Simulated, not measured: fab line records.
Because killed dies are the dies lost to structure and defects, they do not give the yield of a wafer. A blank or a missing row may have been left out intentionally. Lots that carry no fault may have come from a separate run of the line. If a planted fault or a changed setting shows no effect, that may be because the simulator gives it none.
Which tool did it? | flow nand harc | 13 lots with 39 wafers sampled at 5 steps, on a route of 1302 steps

WHAT EACH GAUGE READ, for each wafer
NHARC_P_GATE_CD_MEAS_91: target cd 2000 nm. Usual: cd nm reads 2000.8 nm (standard deviation 1.9).
lot  | measured     | on        | cd nm (nm)           | flag
L906 | day 6 00:07  | cd sem-01 | 2002.1 2000.2 2000.3 |
L907 | day 6 16:37  | cd sem-02 | 2001.8 1999.1 2002.1 |
L909 | day 7 13:51  | cd sem-03 | 2001.1 2001.0 2002.8 |
L910 | day 7 14:16  | cd sem-03 | 1998.5 2000.6 1998.4 |
L911 | day 7 23:50  | cd sem-02 | 1996.0 2000.1 1999.2 |
L913 | day 9 00:40  | cd sem-02 | 2003.1 2000.1 2004.5 |
L914 | day 9 14:50  | cd sem-02 | 2002.4 1999.7 2002.9 |
L915 | day 9 19:49  | cd sem-01 | 1998.4 1999.5 2000.2 |
L917 | day 10 14:10 | cd sem-03 | 2002.1 1998.1 1999.1 |
L919 | day 11 20:46 | cd sem-02 | 2000.3 2000.5 2001.0 |
L920 | day 11 23:26 | cd sem-02 | 2003.7 2000.9 2001.9 |
L922 | day 12 15:07 | cd sem-02 | 1999.8 1999.3 1998.7 |
L928 | day 15 02:43 | cd sem-01 | 1999.0 2001.7 1997.9 |

NHARC_END_SORT_01. Usual: killed at array 54, standard deviation 21; killed at other 1.0, standard deviation 1.2; killed at periphery 3.6, standard deviation 2.6; killed dies 58, standard deviation 20; killed open 3.3, standard deviation 1.9; killed short 2.6, standard deviation 1.5.
lot  | measured     | on        | killed at array | killed at other | killed at periphery | killed dies | killed open | killed short | flag
L906 | day 25 12:36 | prober-02 | 74 86 69        | 0 0 1           | 2 4 4               | 76 90 74    | 4 5 4       | 2 3 5        |
L907 | day 25 11:00 | prober-01 | 26 20 27        | 0 0 0           | 0 0 2               | 26 20 29    | 5 5 4       | 4 2 6        |
L909 | day 26 03:02 | prober-02 | 51 41 47        | 0 2 3           | 2 5 6               | 53 48 56    | 1 3 5       | 3 5 6        |
L910 | day 26 03:20 | prober-01 | 87 87 93        | 0 0 0           | 2 1 4               | 89 88 97    | 2 1 5       | 3 3 3        |
L911 | day 26 09:16 | prober-02 | 23 32 24        | 0 1 3           | 9 10 6              | 32 43 33    | 4 4 5       | 4 1 2        |
L913 | day 27 12:19 | prober-02 | 35 51 49        | 1 0 0           | 7 3 6               | 43 54 55    | 5 3 2       | 2 2 5        |
L914 | day 29 05:36 | prober-01 | 81 81 64        | 2 1 1           | 3 4 5               | 86 86 70    | 3 7 5       | 2 1 2        |
L915 | day 28 12:35 | prober-01 | 35 36 37        | 2 2 2           | 3 4 3               | 40 42 42    | 8 4 4       | 3 1 3        |
L917 | day 29 15:25 | prober-02 | 20 24 22        | 0 1 0           | 3 8 6               | 23 33 28    | 3 2 6       | 0 3 5        |
L919 | day 31 10:37 | prober-01 | 93 65 73        | 0 1 1           | 584 611 603         | 677 677 677 | 5 4 4       | 2 1 4        | OFF
L920 | day 31 02:01 | prober-02 | 55 28 37        | 3 3 5           | 619 646 635         | 677 677 677 | 4 1 3       | 2 2 2        | OFF
L922 | day 30 18:21 | prober-01 | 41 42 44        | 0 1 2           | 3 4 4               | 44 47 50    | 2 4 1       | 2 2 3        |
L928 | day 33 21:04 | prober-02 | 75 81 50        | 3 2 0           | 3 2 5               | 81 85 55    | 0 3 2       | 3 5 1        |

WHAT TOOL EACH LOT RAN ON (gives the tool, then ch and the chambers of the sampled wafers, and finally the start)
lot  | NHARC_P_GATE_DESCUM_61             | NHARC_P_GATE_STRIP_95                | NHARC_P_GATE_RTA_80
L906 | rie diel-04 ch 0,1,3, day 5 22:33  | plasma asher-01 ch 0,1, day 6 01:22  | rtp anneal-01 ch 0, day 6 02:34
L907 | rie diel-02 ch 1,2, day 6 15:11    | plasma asher-01 ch 0,1, day 6 17:51  | rtp anneal-02 ch 0, day 6 19:01
L909 | rie diel-09 ch 0,2,3, day 7 11:59  | plasma asher-01 ch 0,1, day 7 15:06  | rtp anneal-01 ch 0, day 7 16:25
L910 | rie diel-02 ch 0,1,2, day 7 12:43  | plasma asher-02 ch 0,1, day 7 15:29  | rtp anneal-01 ch 0, day 7 16:40
L911 | rie diel-02 ch 1,2,3, day 7 22:25  | plasma asher-02 ch 0,1, day 8 01:05  | rtp anneal-02 ch 0, day 8 02:16
L913 | rie diel-09 ch 1,2,3, day 8 23:07  | plasma asher-02 ch 0,1, day 9 01:55  | rtp anneal-02 ch 0, day 9 03:13
L914 | rie diel-09 ch 0,1,3, day 9 13:15  | plasma asher-02 ch 0,1, day 9 16:07  | rtp anneal-02 ch 0, day 9 17:19
L915 | rie diel-02 ch 0,1, day 9 18:23    | plasma asher-02 ch 0,1, day 9 21:04  | rtp anneal-01 ch 0, day 9 22:18
L917 | rie diel-02 ch 0,1,2, day 10 12:44 | plasma asher-02 ch 0,1, day 10 15:25 | rtp anneal-02 ch 0, day 10 16:35
L919 | rie diel-09 ch 0,1,3, day 11 19:11 | plasma asher-02 ch 0,1, day 11 22:02 | rtp anneal-01, day 11 23:14
L920 | rie diel-02 ch 1,2,3, day 11 21:55 | plasma asher-02 ch 1, day 12 00:41   | rtp anneal-01, day 12 01:52
L922 | rie diel-02 ch 0,1,3, day 12 13:34 | plasma asher-01 ch 0,1, day 12 16:22 | rtp anneal-02 ch 0, day 12 17:31
L928 | rie diel-02 ch 1,2,3, day 15 01:10 | plasma asher-01 ch 1, day 15 03:58   | rtp anneal-02 ch 0, day 15 05:09
- NHARC_P_GATE_DESCUM_61: chemistry O2, time 3 s.
- NHARC_P_GATE_STRIP_95: strips in O2.
- NHARC_P_GATE_RTA_80: time 30 s.

AS READ BY THE TOOLS THEMSELVES (means over the sampled wafers that have a number; for cases with no such wafer, the mark the record gives instead)
NHARC_P_GATE_DESCUM_61. Usual: drypump motor current A 5.6 A, standard deviation 0.44; oes product au 0.994 a.u., standard deviation 0.0091; rf vpp V 57.9 V, standard deviation 0.86; showerhead plenum p Torr 1.93 Torr, standard deviation 0.072; throttle valve pct 11.312 %, standard deviation 0.0087.
lot  | tool        | drypump motor current A (A) | oes product au (a.u.) | rf vpp V (V) | showerhead plenum p Torr (Torr) | throttle valve pct (%) | flag
L906 | rie diel-04 | 5.8                         | 1.008                 | 57.3         | 1.91                            | 11.308                 |
L907 | rie diel-02 | 6.0                         | 0.995                 | 58.3         | 1.92                            | 11.309                 |
L909 | rie diel-09 | 5.2                         | 0.996                 | 57.6         | 1.86                            | 11.312                 |
L910 | rie diel-02 | 5.7                         | 0.999                 | 58.7         | 1.96                            | 11.303                 |
L911 | rie diel-02 | 5.7                         | 0.985                 | 58.4         | 1.95                            | 11.303                 |
L913 | rie diel-09 | 5.2                         | 0.985                 | 57.8         | 1.92                            | 11.311                 |
L914 | rie diel-09 | 5.5                         | 0.984                 | 57.4         | 1.90                            | 11.310                 |
L915 | rie diel-02 | 6.0                         | 0.995                 | 58.1         | 1.93                            | 11.315                 |
L917 | rie diel-02 | 5.8                         | 0.988                 | 58.2         | 1.96                            | 11.317                 |
L919 | rie diel-09 | 5.6                         | 0.987                 | 57.7         | 1.90                            | 11.315                 |
L920 | rie diel-02 | 5.7                         | 0.995                 | 57.8         | 1.95                            | 11.315                 |
L922 | rie diel-02 | 5.7                         | 0.989                 | 58.5         | 1.97                            | 11.314                 |
L928 | rie diel-02 | 5.6                         | 0.993                 | 58.0         | 1.95                            | 11.305                 |

NHARC_P_GATE_STRIP_95. Usual: drypump motor current A 5.6 A, standard deviation 0.38; heater power w 353 W, standard deviation 10.
lot  | tool            | drypump motor current A (A) | heater power w (W) | flag
L906 | plasma asher-01 | 5.3                         | 352                |
L907 | plasma asher-01 | 5.3                         | 354                |
L909 | plasma asher-01 | 5.3                         | 353                |
L910 | plasma asher-02 | 6.0                         | 355                |
L911 | plasma asher-02 | 6.0                         | 359                |
L913 | plasma asher-02 | 5.9                         | 353                |
L914 | plasma asher-02 | 5.9                         | 359                |
L915 | plasma asher-02 | 5.8                         | 360                |
L917 | plasma asher-02 | 5.9                         | 355                |
L919 | plasma asher-02 | 6.0                         | 356                |
L920 | plasma asher-02 | 6.1                         | 359                |
L922 | plasma asher-01 | 5.2                         | 346                |
L928 | plasma asher-01 | 5.5                         | 341                |

NHARC_P_GATE_RTA_80. Usual: anneal temp c max 301.4, standard deviation 0.38; lamp power pct 1.94 %, standard deviation 0.19; wafer_temp_C_max 301.12, standard deviation 0.28.
lot  | tool          | anneal temp c max | lamp power pct (%) | wafer_temp_C_max | flag
L906 | rtp anneal-01 | 301.1             | 1.75               | 301.48           |
L907 | rtp anneal-02 | 301.3             | 2.13               | 301.09           |
L909 | rtp anneal-01 | 301.4             | 1.75               | 301.21           |
L910 | rtp anneal-01 | 301.3             | 1.75               | 301.18           |
L911 | rtp anneal-02 | 301.7             | 2.13               | 301.16           |
L913 | rtp anneal-02 | 301.8             | 2.13               | 301.16           |
L914 | rtp anneal-02 | 301.6             | 2.13               | 300.82           |
L915 | rtp anneal-01 | 301.5             | 1.75               | 301.10           |
L917 | rtp anneal-02 | 301.3             | 2.13               | 301.04           |
L919 | rtp anneal-01 | -                 | -                  | -                | OFF
L920 | rtp anneal-01 | -                 | -                  | -                | OFF
L922 | rtp anneal-02 | 301.4             | 2.13               | 301.10           |
L928 | rtp anneal-02 | 301.5             | 2.13               | 300.73           |

THE ANSWER, worked out from the rows above alone
Rule: take the mean of a lot's wafers that have a number; if it is more than 3 standard deviations from the usual mean, the lot is off. A lot without any number at a reading at which 4 lots or more have one is off too. All remaining lots with rows at the step are treated as sound. First the gauges in route order, then the tools' own readings, where a lot's mean is used as printed above. The first step at which some lot is off is used, and at that step the reading that is off furthest; a lot without a number counts as furthest.
Off: L919, L920, at NHARC_END_SORT_01 (killed at periphery).
A tool fits if, at a process step before that reading, it ran every lot that is off, and no sound lot after the first of them. The gauges at NHARC_END_SORT_01 aren't tried: what is off there is off at NHARC_P_GATE_RTA_80 too, on other tools, and a gauge's error can't cause that. This does not decide it: 2 tools fit, namely plasma asher-02 at NHARC_P_GATE_STRIP_95 and rtp anneal-01 at NHARC_P_GATE_RTA_80.

WHAT THE SIMULATOR PUT IN
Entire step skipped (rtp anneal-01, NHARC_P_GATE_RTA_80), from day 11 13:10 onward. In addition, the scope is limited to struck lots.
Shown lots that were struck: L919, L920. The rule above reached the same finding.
